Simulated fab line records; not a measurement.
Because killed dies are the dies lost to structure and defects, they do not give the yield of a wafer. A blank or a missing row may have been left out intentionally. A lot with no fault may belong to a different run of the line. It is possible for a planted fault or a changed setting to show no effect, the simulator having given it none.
A struck lot beside a sound one | flow nand_harc | 14 out of 1302 route steps
Sound: these wafers, L392.3, L392.4, L392.6. Wafers struck: L396.2, L396.3, L396.6. The cause is named last.
Per side, at each step with rows, come the tool, then ch with its chambers, and then its first start. Under that, the readings that differ: sound wafers | struck wafers | difference of the means | sigmas: that difference in standard deviations of wafers without a fault.
alike: a reading whose means differ by less than 2 such deviations, as well as words and numbers matching on both sides. not compared: withheld readings; readings where some wafer has no value; bounds like >300 that might hide an equal value; numbers whose values overlap and for which the record gives no deviation.
Wherever a step has rows on one side only, a row that says differs or no value, or a row with sigmas, the two part there. Non-overlapping numbers with no deviation appear without sigmas and do not part them. Lack of a reading on every wafer of one side parts them only where that side has two or more wafers.

first, 8 steps without rows for these wafers: NHARC_A_STAIRCASE_HMDS_159 (time 30 s); NHARC_A_STAIRCASE_COAT_160; NHARC_A_STAIRCASE_SOFTBAKE_161 (time 170 s); NHARC_A_STAIRCASE_EBR_162; NHARC_A_STAIRCASE_EXPOSE_163 (exposes mask STAIR OPEN); NHARC_A_STAIRCASE_PEB_164 (peb time 130 s); NHARC_A_STAIRCASE_DEVELOP_165 (time 140 s); NHARC_A_STAIRCASE_HARDBAKE_167 (time 140 s).
NHARC_A_STAIRCASE_DESCUM_168: chemistry O2, time 3 s.
  sound on rie_diel-05 ch 0,1, day 17 10:28; struck on rie_diel-12 ch 1,2,3, day 18 23:58
  alike: chamber_pressure_mTorr, drypump_motor_current_A, oes_product_au, rf_vpp_V, showerhead_plenum_p_Torr, throttle_valve_pct
  not compared: rf_hours_counter_h
NHARC_A_STAIRCASE_ETCH_169: etches the open film in CH3F/O2, target depth 50 nm, time 107.1 s.
  sound on rie_diel-05 ch 1,2,3, day 17 10:33; struck on rie_diel-12 ch 1,2,3, day 19 00:04
  alike: bias_w, chamber_pressure_mTorr, drypump_motor_current_A, oes_product_au, rf_vpp_V, showerhead_plenum_p_Torr, throttle_valve_pct
  not compared: rf_hours_counter_h
NHARC_A_STAIRCASE_ETCH_170: etches the open film in C4F6/O2, target depth 200 nm, time 66.667 s.
  sound: rie_diel-05 ch 0,2,3; struck: rie_diel-12 ch 1,3
  alike: bias_w, chamber_pressure_mTorr, drypump_motor_current_A, oes_product_au, rf_vpp_V, showerhead_plenum_p_Torr, throttle_valve_pct
  not compared: rf_hours_counter_h
NHARC_A_STAIRCASE_STRIP_171: strips in O2.
  sound on plasma_asher-02 ch 0,1, day 17 10:52; struck on plasma_asher-01 ch 0,1, day 19 00:16
  no value came back on the struck wafers for drypump_motor_current_A (A), heater_power_w (W); on the sound wafers drypump_motor_current_A (A) reads 5.53 5.93 5.52
  not compared: rf_hours_counter_h
then, 1 step without rows for these wafers: NHARC_A_STAIRCASE_STRIP_172 (strips in SPM, time 900 s).
NHARC_END_SORT_01:
  the record has rows for the sound wafers here (prober-02 ch 0, day 26 09:38) and none for the struck ones

== WHERE THEY PART ==
First at NHARC_A_STAIRCASE_STRIP_171; last, within this record, at NHARC_END_SORT_01.

WHY: what the simulator had put in
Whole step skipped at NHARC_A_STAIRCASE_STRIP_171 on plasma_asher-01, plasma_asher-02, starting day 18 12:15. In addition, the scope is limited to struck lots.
